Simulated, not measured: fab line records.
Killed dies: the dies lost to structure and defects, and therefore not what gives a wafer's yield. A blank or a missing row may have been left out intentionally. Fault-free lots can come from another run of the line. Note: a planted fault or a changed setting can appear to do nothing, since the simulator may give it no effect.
Matching of chambers -- flow nand_harc -- rie_diel-03 running NHARC_P_M0_STRIP_18: 4 sister chambers
The step strips in N2/H2. 20 wafers are shown with their chamber, then 10 later ones without.

## WAFERS PAIRED WITH THEIR CHAMBERS
wafer,chamber,drypump_motor_current_A (A),oes_product_au (a.u.),rf_vpp_V (V)
L074.2,1,5.5,1.007,89.3
L074.4,3,5.2,1.010,90.5
L074.6,3,5.3,0.994,89.9
L076.4,3,5.3,0.982,91.2
L076.5,2,5.7,0.992,90.7
L076.6,3,5.3,0.997,91.2
L078.2,0,4.8,1.000,90.3
L078.4,1,5.5,1.000,90.2
L078.5,1,5.4,1.001,90.9
L081.1,1,5.5,1.005,90.5
L081.3,0,4.8,0.999,91.9
L081.6,1,5.5,1.008,91.0
L082.1,3,5.3,0.994,89.5
L082.2,1,5.5,1.007,91.3
L082.4,2,5.6,1.000,92.0
L084.1,2,5.7,1.002,91.1
L084.2,0,4.9,1.014,89.2
L084.3,1,5.5,0.988,91.0
L083.1,0,4.8,1.007,91.4
L083.2,2,5.7,0.993,91.9

SIGNATURES (averages over the wafers above)
reading,chamber 0,chamber 1,chamber 2,chamber 3,scatter within a chamber
drypump_motor_current_A,4.825,5.486,5.675,5.280,0.0444
oes_product_au,1.00500,1.00229,0.99675,0.99540,0.00756
rf_vpp_V,90.700,90.600,91.425,90.460,0.815
Rule: for a wafer and a chamber, the distance is found by dividing, reading by reading, the gap between the wafer's reading and the chamber's mean by the reading's scatter, squaring, summing and taking the root. If the next closest chamber is less than 2 further off than the closest, the wafer can't be placed; otherwise it belongs to the closest. The scatter: the root of (the sum of the squares of (reading less its chamber's mean) over the shown wafers, divided by (wafers less chambers)).

## WAFERS WITH NO CHAMBER GIVEN
wafer,drypump_motor_current_A (A),oes_product_au (a.u.),rf_vpp_V (V)
L083.3,5.3,0.988,92.6
L093.2,4.8,0.995,91.9
L093.3,5.6,0.986,91.6
L093.6,5.3,1.014,88.8
L094.2,5.7,0.997,91.2
L094.4,5.4,1.010,91.1
L094.5,4.9,0.990,91.0
L096.2,5.2,1.015,91.4
L096.4,5.6,0.996,90.1
L096.5,5.2,1.012,90.1

## CHAMBER TAKEN BY EACH
wafer,from the rows above,in truth
L083.3,3,3
L093.2,0,0
L093.3,can't be placed: 2 or 1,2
L093.6,can't be placed: 3 or 1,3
L094.2,2,2
L094.4,can't be placed: 1 or 3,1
L094.5,0,0
L096.2,3,3
L096.4,can't be placed: 2 or 1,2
L096.5,3,3
Placed correctly: 6 of 10. Not placeable from these rows: 4 (in 4, the candidates include the true chamber). Wrongly placed: 0.
